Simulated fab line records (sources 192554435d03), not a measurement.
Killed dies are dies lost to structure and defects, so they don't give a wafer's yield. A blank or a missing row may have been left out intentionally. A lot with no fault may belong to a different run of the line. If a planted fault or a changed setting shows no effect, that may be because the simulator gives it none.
fab line records | flow n5Finfet
[record] lots = 3 wafers = 9 lastDay = 18
route steps=1938 shown BEOL_M0_SAQP@693 BEOL_M0_CUTY@701 BEOL_M0@715 BEOL_M4@1111 PASSIVATION@1936
lots that met no fault: from a run of the same line without faults
startH: hours from the record's opening day to when the first of the lot's shown wafers began | waitH: time in hours since the lot's previous step | " as in the row above | L1.1+2: a row that stands for several wafers | - no value, or no start was given | * or withheld: withheld | < > ~ a bound
route shown NAME@n: NAME is a module with steps in the file, n the number in the route of the first one | usual: mean/standard deviation of fault-free wafers | same: alike in all rows | chamber/n: place in a boat | sites: each site's reading | _std_site: standard deviation across them | _edge_site: the outer-site mean with the inner-site mean subtracted | radiusMm: how far each site lies from the wafer's centre | mask NAME#n: copy n | behind: tool/chamber where the wafer was last shaped | hold: what put the lot on hold/how long, in hours/how the hold closed | device: whichever transistor did not switch (one of n, p or np) | end of line: the tests these same wafers got at the end of their route | a step without rows: its recipe alone | killed: not the wafer's yield, but the dies lost to structure and defects at the first sort | map: the dies of a wafer, with x for killed, . for not killed, _ for no die there
set.NAME: the setting that was run; set.NAME@STEP: the one run at that earlier step | model.NAME: the simulator's own value behind a step, which no gauge read
certain route steps with their lots: each step a table, each wafer a row
services: the hour from which a tool's chamber was out of use, counted from the record's first day as startH (under 0 if before that day), plus the number of hours and why
[[steps]]
[step N5_BEOL_M0_SAQP_ETCH_88]
[recipe] chemistry = N2/H2 target = underlayer targetDepthA = 65 timeS = 5.2 ionEnergyEv = 200 maskMaterial = CAR-EUV pressureMtorr = 30 sourceW = 840 biasW = 150 n2FlowSccm = 200 h2FlowSccm = 200 ends = cleared
[step N5_BEOL_M0_SAQP_ETCH_73]
[recipe] chemistry = CF4 target = SiARC targetDepthA = 195 maskMaterial = CAR-EUV timeS = 32.5 ionEnergyEv = 80 pressureMtorr = 40 sourceW = 545 biasW = 36 Ar_flow_sccm = 100 cf4FlowSccm = 100 ends = cleared
[step N5_BEOL_M0_SAQP_CUT_ETCH_46]
[recipe] chemistry = N2/H2 target = SOC targetDepthA = 1350 overetchA = 270 tempC = 40 timeS = 202.5 ionEnergyEv = 200 maskMaterial = SiARC pressureMtorr = 30 sourceW = 840 biasW = 150 n2FlowSccm = 200 h2FlowSccm = 200
[step N5_BEOL_M0_SAQP_STRIP_74]
[recipe] chemistry = N2/H2 tempC = 40 n2FlowSccm = 200 h2FlowSccm = 200 rfFrequencyHz = 6e+07
[step N5_BEOL_M0_SAQP_STRIP_89]
[recipe] chemistry = N2/H2 tempC = 40 n2FlowSccm = 200 h2FlowSccm = 200 rfFrequencyHz = 6e+07
[step N5_BEOL_M0_SAQP_ALD_48]
[recipe] material = SiO2 targetThkA = 200 tempC = 100 aldPrecursorFamily = BDEAS aldCoReactant = O2-plasma pulseTimeS = 1 coReactantPulseTimeS = 1 purgeTimeS = 2 coReactantPurgeTimeS = 2 aldCycles = 139 pressureTorr = 2
[step N5_BEOL_M0_SAQP_ETCH_49]
[recipe] chemistry = CF4/O2 targetDepthA = 370 target = SiO2 pressureMtorr = 40 sourceW = 535 biasW = 49 Ar_flow_sccm = 100 cf4FlowSccm = 100 O2_flow_sccm = 10 ionEnergyEv = 100
[step N5_BEOL_M0_SAQP_STRIP_75]
[recipe] chemistry = CF4 resist = SiARC powerW = 300 biasPowerW = 75 pressureMtorr = 50 cf4FlowSccm = 150 rfFrequencyHz = 6e+07
[step N5_BEOL_M0_CUTY_COAT_50]
[recipe] resist = SiARC tempC = 220 timeS = 60 spinRpm = 1500 resistThkNm = 15
[step N5_BEOL_M0_CUTY_COAT_51]
[recipe] resist = CAR-ArF-block spinRpm = 1500 resistThkNm = 150
[step N5_BEOL_M0_CUTY_EBR_52]
[recipe] solvent = PGMEA ebrWidthMm = 1.5
[step N5_BEOL_M0_CUTY_SOFTBAKE_53]
[recipe] tempC = 110 timeS = 60 resist = CAR-ArF-block
[step N5_BEOL_M0_CUTY_EXPOSE_54]
[recipe] maskId = M0_ABLK na = 1.35 sourceShape = conventional sigmaOuter = 0.8 polarization = unpolarized doseMj = 36
[usual] exposureDoseMJCm2 = 35.99/0.04 stageVelMmS = 499.98/0.27
[same] na = 1.35
// columns lot.wafer tool chamber startH waitH mask exposureDoseMJCm2 stageVelMmS
L930.4 arfiScanner-02 0 131.16 - M0_ABLK#0 36.01 500.26
L930.5 " 0 " " M0_ABLK#0 36.03 500.28
L930.6 " 0 " " M0_ABLK#0 36.00 500.06
L944.1 arfiScanner-02 0 217.67 - M0_ABLK#0 32.38 499.65
L944.2 " 0 " " M0_ABLK#0 32.36 500.40
L944.3 " 0 " " M0_ABLK#0 32.37 500.52
L950.1 arfiScanner-01 0 254.16 - M0_ABLK#0 35.99 500.19
L950.3 " 0 " " M0_ABLK#0 35.96 499.96
L950.5 " 0 " " M0_ABLK#0 36.00 499.72
[step N5_BEOL_M0_CUTY_PEB_55]
[recipe] pebTempC = 110 pebTimeS = 60 resist = CAR-ArF-block
[step N5_BEOL_M0_CUTY_DEVELOP_56]
[recipe] developTimeS = 30 developer = TMAH resist = CAR-ArF-block rinseLiquid = diw dry = airSpin devTempC = 23
[step N5_BEOL_M0_CUTY_CD_MEAS_57]
[recipe] targetCdNm = 200 landingEnergyEv = 500 detector = seInlens polarity = line
[usual] cdNm = 200.2/1
// columns lot.wafer tool chamber startH waitH cdNm
L930.4 cdSem-02 0 131.27 - 200.3
L930.5 " 0 " " 200.4
L930.6 " 0 " " 199.8
L944.1 cdSem-02 0 217.79 - 187.5
L944.2 " 0 " " 84.2
L944.3 " 0 " " 142.9
L950.1 cdSem-02 0 254.29 - 200.9
L950.3 " 0 " " 201.6
L950.5 " 0 " " 200.7
[step N5_BEOL_M0_CUTY_DESCUM_61]
[recipe] chemistry = O2 timeS = 7.9 sourcePowerW = 50 biasPowerW = 20 pressureMtorr = 20 rfFrequencyHz = 2.712e+07 tempC = 40 resist = CAR-ArF-block o2FlowSccm = 225
[step N5_BEOL_M0_CUTY_ETCH_62]
[recipe] chemistry = CF4 target = SiARC maskMaterial = CAR-ArF-block timeS = 58.5 ionEnergyEv = 80 pressureMtorr = 40 sourceW = 545 biasW = 36 Ar_flow_sccm = 100 cf4FlowSccm = 100 ends = cleared
[step N5_BEOL_M0_CUTY_ETCH_63]
[recipe] chemistry = N2/H2 target = SOC targetDepthA = 827 overetchA = 165 maskMaterial = SiARC tempC = 40 ionEnergyEv = 200 timeS = 124 pressureMtorr = 30 sourceW = 840 biasW = 150 n2FlowSccm = 200 h2FlowSccm = 200
[step N5_BEOL_M0_CUTY_STRIP_64]
[recipe] chemistry = N2/H2 tempC = 40 n2FlowSccm = 200 h2FlowSccm = 200 rfFrequencyHz = 6e+07
[step N5_BEOL_M0_ETCH_138]
[recipe] chemistry = CH3F/O2 targetDepthA = 120 target = SiCN timeS = 31.6 ionEnergyEv = 120 pressureMtorr = 30 sourceW = 395 biasW = 75 Ar_flow_sccm = 150 CH3F_flow_sccm = 30 O2_flow_sccm = 20 ends = cleared
[step N5_BEOL_M0_HM_OPEN_105]
[recipe] chemistry = Cl2/BCl3 targetDepthA = 120 target = TiN ionEnergyEv = 150 pressureMtorr = 10 icpW = 1000 biasW = 126 Cl2_flow_sccm = 53.25 bcl3FlowSccm = 21.75 Ar_flow_sccm = 25
[step N5_BEOL_M0_STRIP_140]
[recipe] chemistry = CF4 resist = SiARC powerW = 300 biasPowerW = 75 pressureMtorr = 50 cf4FlowSccm = 150 rfFrequencyHz = 6e+07
[step N5_BEOL_M0_STRIP_104]
[recipe] chemistry = N2/H2 powerW = 450 tempC = 40 pressureMtorr = 20 rfFrequencyHz = 6e+07 overashFraction = 0.3 biasPowerW = 7 h2Frac = 0.5 n2FlowSccm = 200 h2FlowSccm = 200
[step N5_BEOL_M0_WET_ETCH_106]
[recipe] chemistry = DHF dilution = 10:1 tempC = 25 target = SiO2 targetDepthA = 1300 dry = ipaMarangoni rinseTimeS = 30 rinseTempC = 23
[step N5_BEOL_M0_ETCH_128]
[recipe] chemistry = CF4/N2 targetDepthA = 120 overetchA = 51 target = SiCN timeS = 21.4 ionEnergyEv = 150 pressureMtorr = 40 sourceW = 430 biasW = 70 Ar_flow_sccm = 100 cf4FlowSccm = 60 n2FlowSccm = 60
[step N5_BEOL_M0_TRENCH_ETCH_107]
[recipe] chemistry = C4F6/O2 targetDepthA = 328 target = SiOC timeS = 16.4 ionEnergyEv = 250 pressureMtorr = 30 sourceW = 355 biasW = 185 Ar_flow_sccm = 300 C4F6_flow_sccm = 10 O2_flow_sccm = 10
[step N5_BEOL_M0_STRIP_142]
[recipe] chemistry = N2/H2 timeS = 10 powerW = 450 tempC = 40 pressureMtorr = 20 rfFrequencyHz = 6e+07 biasPowerW = 7 n2FlowSccm = 200 h2FlowSccm = 200
[step N5_BEOL_M0_HM_STRIP_129]
[recipe] chemistry = peroxideTinStrip material = TiN targetDepthA = 170 tempC = 50 timeS = 108
[step N5_BEOL_M0_SRD_130]
[recipe] timeS = 30 tempC = 23 rinseLiquid = diw dry = ipaMarangoni
[step N5_BEOL_M0_ETCH_109]
[recipe] chemistry = CH3F/O2 targetDepthA = 80 overetchA = 24 target = SiCN timeS = 27.4 ionEnergyEv = 120 pressureMtorr = 30 sourceW = 395 biasW = 75 Ar_flow_sccm = 150 CH3F_flow_sccm = 30 O2_flow_sccm = 20
[step N5_BEOL_M0_STRIP_139]
[recipe] chemistry = postEtchResidueRemover timeS = 60 tempC = 25 removerPh = withheld removerWaterWtPct = withheld removerFluorideWtPct = withheld
[step N5_BEOL_M0_SRD_111]
[recipe] timeS = 30 tempC = 23 rinseLiquid = diw dry = ipaMarangoni
[step N5_BEOL_M0_DEGAS_112]
[recipe] ambient = vacuum tempC = 250 timeS = 60
[step N5_BEOL_M0_PRE_CLEAN_113]
[recipe] gas = H2/He timeS = 30 tempC = 250
[step N5_BEOL_M0_ALD_136]
[recipe] material = TaN targetThkA = * tempC = 275 aldPrecursorFamily = PDMAT aldCoReactant = NH3 pressureTorr = 3 carrierFlowSccm = 1500 pulseTimeS = 2 purgeTimeS = 3 coReactantPurgeTimeS = 2 coReactantPulseTimeS = 3 aldCycles = 30 precursorVesselTempC = 75 precursorVesselPressureTorr = 26.25 precursorVesselCarrierSccm = 1000
[step N5_BEOL_M0_SURFACE_TREAT_137]
[recipe] gas = Ar timeS = * ionEnergyEv = * ionCurrentMaCm2 = 0.5 pressureMtorr = * arFlowSccm = 30
[step N5_BEOL_M0_CVD_115]
[recipe] material = Co targetThkA = * tempC = withheld precursor = CCTBA/H2 pressureTorr = 30 timeS = 120
[step N5_BEOL_M0_SPUTTER_116]
[recipe] material = Cu targetThkA = 40 tempC = -20 chamberPressurePa = 0.07 powerW = withheld timeS = 7.37
[step N5_BEOL_M4_RC_MEAS_101]
[usual] DIBL_N = 36.1/2.5 DIBL_P = 36/3.3 IOFF_N = 0.16/0.046 IOFF_P = 0.20/0.051 ION_N = 676/16 ION_P = 462/11 SS_N = 71.6/0.87 SS_P = 73.2/0.86 VT_N = 251/4.4 VT_P = -252/4.6
// columns lot.wafer tool chamber startH waitH DIBL_N[mV/V] DIBL_P[mV/V] IOFF_N[nA/um] IOFF_P[nA/um] ION_N[uA/um] ION_P[uA/um] SS_N[mV/dec] SS_P[mV/dec] VT_N[mV] VT_P[mV]
L930.4 prober-02 0 203.34 0.5 39.1 40 0.22 0.24 700 472 72.1 74.1 243 -248
L930.5 " 0 " " 38.6 39 0.20 0.23 692 470 72.5 73.8 245 -251
L930.6 " 0 " " 32.8 34 0.11 0.16 656 451 70.7 72.5 252 -254
L944.1 prober-01 0 306.99 0.0 37.6 37 0.16 0.19 687 464 71.2 73.4 247 -253
L950.1 prober-02 0 320.32 0.0 34.4 33 0.13 0.18 665 458 71.2 72.2 252 -250
L950.3 " 0 " " 34.8 34 0.15 0.19 687 472 70.5 73.1 249 -251
L950.5 " 0 " " 36.1 35 0.17 0.21 674 463 71.0 73.3 246 -249
[step N5_PASSIVATION_PROBE_49]
[usual] defectLimitedYield = 91.0/1.4 killed_at_M0_to_M3 = 34/10 killed_at_M4_up = 15/5.5 killedAtContacts = 12/6.1 killedAtFrontEnd = 41/12 killedAtOther = 4/3.4 killedDies = 106/17 killedOnRim = 14/4 killedOpen = 70/13 killedShort = 34/7.4 sort_bin_5_function = 5.3/1 sort_bin_6_memory = 3.4/0.69 sortNPass = 1073/17 sortYieldPct = 91.0/1.4
[same] grossDies = 1180 killedAtBackSide = 0 sort_bin_4_leakage[%] = 0 sort_bin_8_speed[%] = 0
// columns lot.wafer tool chamber startH waitH defectLimitedYield[%] killed_at_M0_to_M3 killed_at_M4_up killedAtContacts killedAtFrontEnd killedAtOther killedDies killedOnRim killedOpen killedShort sort_bin_5_function[%] sort_bin_6_memory[%] sortNPass sortYieldPct[%]
L930.4 prober-02 - 305.12 0.2 92.5 41 8 5 28 6 88 11 58 29 4.2 2.8 1092 92.5
L930.5 prober-02 - 305.17 0.2 90.3 29 15 11 50 9 114 8 79 33 5.8 3.7 1066 90.3
L930.6 prober-02 - 305.22 0.3 92.2 25 6 8 40 13 92 11 65 26 4.6 3.1 1088 92.2
L944.1 prober-01 - 419.58 0.0 89.6 19 12 14 72 6 123 10 85 38 6.4 3.9 1057 89.6
L944.2 prober-01 - 419.63 0.1 0 1114 11 4 49 2 1180 152 64 31 97.0 2.7 0 0
L944.3 prober-01 - 419.68 0.1 0 1088 9 10 69 4 1180 152 81 44 95.3 4.3 0 0
L950.1 prober-02 - 436.65 0.0 89.8 36 12 19 43 10 120 15 78 39 5.8 3.9 1060 89.8
L950.3 prober-02 - 436.75 0.1 91.4 26 14 15 43 3 101 15 71 29 4.9 3.4 1079 91.4
L950.5 prober-02 - 436.85 0.2 90.0 34 13 13 39 19 118 16 77 33 5.9 3.2 1062 90.0
// killed by level:class
L930.4 BEOL_M0_SAQP:geometricParticle:open=10 BEOL_M0_SAQP:geometricParticle:short=7 STI_FIN_REVEAL:geometricParticle:open=6 BEOL_M2:geometricParticle:open=6 BEOL_M3:geometricParticle:open=6 FIN_SAQP:geometricParticle:open=4 GATE_CUT:geometricParticle:open=4 MOL_CONTACT_COAG:geometricParticle:open=4
L930.5 STI_FIN_REVEAL:geometricParticle:open=28 BEOL_M0_SAQP:geometricParticle:short=12 MOL_CONTACT_COAG:geometricParticle:open=8 FIN_SAQP:geometricParticle:short=6 BEOL_M2:geometricParticle:open=6 FIN_SAQP:geometricParticle:open=5 STI_FIN_REVEAL:geometricParticle:short=4 BEOL_M0_SAQP:geometricParticle:open=4
L930.6 STI_FIN_REVEAL:geometricParticle:open=17 BEOL_M0_SAQP:geometricParticle:open=7 MOL_CONTACT_COAG:geometricParticle:open=6 MIM_TOP_ETCH:geometricParticle:short=6 BEOL_M3:geometricParticle:open=5 BEOL_M2:geometricParticle:open=5 STARTING-WAFER:geometricParticle:short=5 FIN_SAQP:geometricParticle:open=4
L944.1 STI_FIN_REVEAL:geometricParticle:open=23 FIN_SAQP:geometricParticle:short=10 MOL_CONTACT_COAG:geometricParticle:open=10 FIN_SAQP:geometricParticle:open=8 BEOL_M4:geometricParticle:open=8 DUMMY_GATE:geometricParticle:open=7 GATE_CUT:geometricParticle:short=6 BEOL_M2:geometricParticle:open=5
L944.2 BEOL_M0_CUTY:areaExpose=1085 STI_FIN_REVEAL:geometricParticle:open=17 GATE_CUT:geometricParticle:short=9 BEOL_M0_SAQP:geometricParticle:short=8 DUMMY_GATE:geometricParticle:open=6 BEOL_M2:geometricParticle:open=6 FIN_SAQP:geometricParticle:open=5 STI_FIN_REVEAL:geometricParticle:short=3
L944.3 BEOL_M0_CUTY:areaExpose=1051 STI_FIN_REVEAL:geometricParticle:open=25 FIN_SAQP:geometricParticle:short=14 BEOL_M1:geometricParticle:open=9 BEOL_M3:geometricParticle:open=7 MOL_CONTACT_COAG:geometricParticle:open=6 BEOL_M2:geometricParticle:open=6 STI_FIN_REVEAL:geometricParticle:short=5
L950.1 MOL_CONTACT_COAG:geometricParticle:open=17 FIN_SAQP:geometricParticle:open=12 FIN_SAQP:geometricParticle:short=8 BEOL_M0_SAQP:geometricParticle:open=8 BEOL_M0_SAQP:geometricParticle:short=8 STI_FIN_REVEAL:geometricParticle:open=5 STARTING-WAFER:geometricParticle:short=5 STARTING-WAFER:geometricParticle:open=5
L950.3 STI_FIN_REVEAL:geometricParticle:open=16 MOL_CONTACT_COAG:geometricParticle:open=12 BEOL_M2:geometricParticle:open=7 FIN_SAQP:geometricParticle:short=4 BEOL_M3:geometricParticle:open=4 BEOL_M8:geometricParticle:open=4 FIN_SAQP:geometricParticle:open=3 STI_FIN_REVEAL:geometricParticle:short=3
L950.5 MOL_CONTACT_COAG:geometricParticle:open=9 STI_FIN_REVEAL:geometricParticle:open=8 BEOL_M1:geometricParticle:open=8 BEOL_M2:geometricParticle:open=7 FIN_SAQP:geometricParticle:open=6 BEOL_M0_SAQP:geometricParticle:open=6 BEOL_M1:geometricParticle:short=6 STARTING-WAFER:geometricParticle:open=5
// map L944.2 (x killed, . not)
_________________xxxxxxxxxxxx________________
______________xxxxxxxxxxxxxxxxxx_____________
___________xxxxxxxxxxxxxxxxxxxxxxxx__________
__________xxxxxxxxxxxxxxxxxxxxxxxxxx_________
________xxxxxxxxxxxxxxxxxxxxxxxxxxxxxx_______
_______xxxxxxxxxxxxxxxxxxxxxxxxxxxxxxxx______
______xxxxxxxxxxxxxxxxxxxxxxxxxxxxxxxxxx_____
_____xxxxxxxxxxxxxxxxxxxxxxxxxxxxxxxxxxxx____
____xxxxxxxxxxxxxxxxxxxxxxxxxxxxxxxxxxxxxx___
___xxxxxxxxxxxxxxxxxxxxxxxxxxxxxxxxxxxxxxxx__
___xxxxxxxxxxxxxxxxxxxxxxxxxxxxxxxxxxxxxxxx__
__xxxxxxxxxxxxxxxxxxxxxxxxxxxxxxxxxxxxxxxxxx_
__xxxxxxxxxxxxxxxxxxxxxxxxxxxxxxxxxxxxxxxxxx_
_xxxxxxxxxxxxxxxxxxxxxxxxxxxxxxxxxxxxxxxxxxxx
_xxxxxxxxxxxxxxxxxxxxxxxxxxxxxxxxxxxxxxxxxxxx
_xxxxxxxxxxxxxxxxxxxxxxxxxxxxxxxxxxxxxxxxxxxx
_xxxxxxxxxxxxxxxxxxxxxxxxxxxxxxxxxxxxxxxxxxxx
_xxxxxxxxxxxxxxxxxxxxxxxxxxxxxxxxxxxxxxxxxxxx
_xxxxxxxxxxxxxxxxxxxxxxxxxxxxxxxxxxxxxxxxxxxx
_xxxxxxxxxxxxxxxxxxxxxxxxxxxxxxxxxxxxxxxxxxxx
_xxxxxxxxxxxxxxxxxxxxxxxxxxxxxxxxxxxxxxxxxxxx
__xxxxxxxxxxxxxxxxxxxxxxxxxxxxxxxxxxxxxxxxxx_
__xxxxxxxxxxxxxxxxxxxxxxxxxxxxxxxxxxxxxxxxxx_
___xxxxxxxxxxxxxxxxxxxxxxxxxxxxxxxxxxxxxxxx__
___xxxxxxxxxxxxxxxxxxxxxxxxxxxxxxxxxxxxxxxx__
____xxxxxxxxxxxxxxxxxxxxxxxxxxxxxxxxxxxxxx___
_____xxxxxxxxxxxxxxxxxxxxxxxxxxxxxxxxxxxx____
______xxxxxxxxxxxxxxxxxxxxxxxxxxxxxxxxxx_____
_______xxxxxxxxxxxxxxxxxxxxxxxxxxxxxxxx______
________xxxxxxxxxxxxxxxxxxxxxxxxxxxxxx_______
__________xxxxxxxxxxxxxxxxxxxxxxxxxx_________
___________xxxxxxxxxxxxxxxxxxxxxxxx__________
______________xxxxxxxxxxxxxxxxxx_____________
_________________xxxxxxxxxxxx________________
// map L930.5 (x killed, . not)
_________________.....x..x...________________
______________.................._____________
___________........x.x...x.........__________
__________..x....x..........x......._________
________..............x..............._______
_______...............x..........x.....______
______..............x..................._____
_____......x..x...x.....x..........x..x..____
____..........x...........................___
___.............................x...x......__
___.....xx.......x........x.........x...x..__
__.....x...................xx..............._
__x..................................x.x.x.x_
_...x...............x......x........xx.......
_.x................x....x..x..x........x.....
_.......x..............x....x........x.......
_..x.x.......x......................x......x.
_........x..........x.................x...x..
_.................x......x.x.........x.......
_........x.............x.....................
_................x............xx.............
__....x......xx.......x.........x....x......_
__.......................x...........x......_
___.............x....x.....x...............__
___.......xx...............................__
____....x..x.......x..x..x...............x___
_____..........x...xx.x..................____
______...x..x....x.x.x....x...xx......x._____
_______........x...............x.......______
________...xxx..................x....._______
__________................x..x......_________
___________....x.........x...x.....__________
______________........x........._____________
_________________...xx.......________________
[[services]]
// columns tool chamber startH hours kind
arfiScanner-01 - 120.81 0.8 pm
arfiScanner-02 - 148.91 4.9 pm
arfiScanner-02 - 163.23 1.3 pm
arfiScanner-01 0 165.39 - calibration
arfiScanner-02 - 171.67 1.0 pm
arfiScanner-01 - 182.49 1.0 pm
arfiScanner-02 - 183.13 1.0 pm
arfiScanner-01 - 209.98 1.3 pm
arfiScanner-01 - 220.96 17.3 pm
arfiScanner-01 - 238.29 4.9 pm
arfiScanner-01 - 243.97 1.0 pm
arfiScanner-02 - 250.64 0.7 repair
[[key]]
[firstSign] step = N5_BEOL_M0_CUTY_EXPOSE_54 reading = exposureDoseMJCm2 direction = down sigmas = 89 usual = 35.99 struck = 32.37
[effect] step = N5_BEOL_M0_CUTY_CD_MEAS_57 reading = cdNm direction = down sigmas = 60 usual = 200.2 struck = 138.2 through = controlLoop
[effect] step = N5_PASSIVATION_PROBE_49 reading = killed_at_M0_to_M3 direction = up sigmas = 70 usual = 34 struck = 740 wafersMoved = 2
[moreKillsBornAt] N5_BEOL_M0_CUTY_EXPOSE_54@arfiScanner-02 = 2136
metAt N5_BEOL_M0_CUTY_EXPOSE_54
struckWafers L944.1,L944.2,L944.3
laterRowsLeftOut L944.2,L944.3
[loopTrim] step = N5_BEOL_M0_CUTY_EXPOSE_54 setting = dose lots = L944
onsetBetween 131.16 217.67
[fault] kind = processParameterDrift tool = arfiScanner-02 chamber = - onsetH = 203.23 steps = N5_BEOL_M0_CUTY_EXPOSE_54 channel = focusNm offset = 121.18 spreadByWafer = 0.3 shape = step endH = 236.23
// laterRowsLeftOut: the simulator's readings of these wafers behind a module that went badly wrong aren't trusted and aren't shown, but for the sort
// loopTrim: a control loop set the setting to another value than it would have without faults
